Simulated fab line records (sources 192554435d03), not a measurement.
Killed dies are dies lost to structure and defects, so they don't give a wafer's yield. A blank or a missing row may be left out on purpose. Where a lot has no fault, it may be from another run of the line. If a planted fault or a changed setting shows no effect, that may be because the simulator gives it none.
A lot that was struck, set against a sound lot || flow n5 finfet || 24 steps out of a route of 1938
Sound: these wafers, L975.2, L975.3, L975.4. Struck: wafers L989.1, L989.2, L989.3. Last of all comes the cause.
At each step with rows: each side's tool, then ch and its chambers, then its first start. Under that, the readings that differ: sound wafers || struck wafers || difference of the means || sigmas: that difference in standard deviations of wafers without a fault.
alike: a reading whose means differ by less than 2 such deviations, as well as words and numbers matching on both sides. not compared: withheld readings; readings where some wafer has no value; bounds like >300 that might hide an equal value; numbers whose values overlap and for which the record gives no deviation.
Wherever a step has rows on one side only, a row that says differs or no value, or a row with sigmas, the two part there. When numbers do not overlap yet have no deviation, they are printed without sigmas and do not part them. Lack of a reading on every wafer of one side parts them only where that side has two or more wafers.

first, 10 steps without rows for these wafers: N5_BEOL_M5_DESCUM_16 (chemistry O2, time 7 s); N5_BEOL_M5_ETCH_72 (etches underlayer in N2/H2, target depth 6.5 nm, time 5.2 s); N5_BEOL_M5_ETCH_61 (etches SiARC in CF4, target depth 15.6 nm, time 26 s); N5_BEOL_M5_ETCH_62 (etches SOC in N2/H2, target depth 75 nm, overetch 15 nm, time 112.5 s); N5_BEOL_M5_STRIP_63 (strips in N2/H2); N5_BEOL_M5_STRIP_73 (strips in N2/H2); N5_BEOL_M5_STRIP_64 (strips in CF4); N5_BEOL_M5_HM_OPEN_17 (chemistry Cl2/BCl3, target TiN, target depth 20 nm, overetch 6 nm); N5_BEOL_M5_STRIP_19 (strips in O2); N5_BEOL_M5_COAT_65 (time 60 s, resist thk 60 nm).
N5_BEOL_M5_COAT_66: time 60 s, resist thk 12 nm.
  sound on litho track-02 ch 0, day 10 09:24; struck on litho track-02 ch 0, day 13 03:47
{"reading": "spin speed rpm (rpm)", "sound": "1499.7 1501.7 1501.7", "struck": "1801.7 1798.7 1798.2", "difference": "+298.5", "sigmas": "+99 or more"}
{"reading": "model.SiARC_of_BEOL_M5_COAT_66.thk nm (nm)", "sound": "12 12 12", "struck": "11 11 11", "difference": -1, "sigmas": ""}
then, 9 steps without rows for these wafers: N5_BEOL_M5_COAT_74 (time 60 s, resist thk 5 nm); N5_BEOL_M5_COAT_22 (resist thk 30 nm); N5_BEOL_M5_EBR_24; N5_BEOL_M5_SOFTBAKE_23 (time 60 s); N5_BEOL_M5_EXPOSE_25 (exposes mask V4, defocus 10 nm); N5_BEOL_M5_PEB_26 (peb time 60 s); N5_BEOL_M5_DEVELOP_27 (develop time 30 s); N5_BEOL_M5_DESCUM_33 (chemistry O2, time 7 s); N5_BEOL_M5_ETCH_75 (etches underlayer in N2/H2, target depth 6.5 nm, time 5.2 s).
N5_BEOL_M5_ETCH_67: etches SiARC in CF4, target depth 15.6 nm, time 26 s.
  sound on rie diel-05 ch 1,2,3, day 10 09:54; struck on rie diel-01 ch 0,2,3, day 13 04:14
{"reading": "etch rf on time s (s)", "sound": "26.5 26.9 26.3", "struck": "24.1 24.0 23.6", "difference": -2.7, "sigmas": -8}
{"reading": "model.etch.depth nm (nm)", "sound": "12.06 12 12", "struck": "11.01 11.03 11", "difference": -1.01, "sigmas": ""}
{"reading": "model.CAR-EUV_of_BEOL_M5_COAT_22.thk nm (nm)", "sound": "10.8 11 10.8", "struck": "12 12 12", "difference": "+1", "sigmas": ""}
  alike: drypump motor current A, oes product au, rf vpp V, showerhead plenum p Torr, throttle valve pct
  not compared: rf hours counter h
N5_BEOL_M5_ETCH_68: etches SOC in N2/H2, target depth 80 nm, overetch 16 nm, time 120 s.
  sound on rie diel-05 ch 1,2,3, day 10 09:56; struck on rie diel-01 ch 0,2,3, day 13 04:16
{"reading": "model.SiARC_of_BEOL_M5_COAT_66.thk nm (nm)", "sound": "6.6 6.6 6.4", "struck": "5.4 5.4 5.4", "difference": -1.1, "sigmas": ""}
  alike: drypump motor current A, oes product au, rf vpp V, showerhead plenum p Torr, throttle valve pct
  not compared: rf hours counter h
then, 1 step without rows for these wafers: N5_BEOL_M5_STRIP_69 (strips in N2/H2).
-- here the record skips 4 days between the struck wafers' starts before and after, leaving off in module BEOL_M5 and picking up in module PASSIVATION (first step shown: number 1936 of the route) --
N5_PASSIVATION_PROBE_49:
  the record has rows for the struck wafers here (prober-01, day 17 04:32) and none for the sound ones

## WHERE THEY PART
First at N5_BEOL_M5_COAT_66; last, within this record, at N5_PASSIVATION_PROBE_49.

WHY: what had been put in by the simulator
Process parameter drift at N5_BEOL_M5_COAT_66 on litho track-02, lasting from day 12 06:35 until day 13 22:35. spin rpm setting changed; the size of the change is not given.
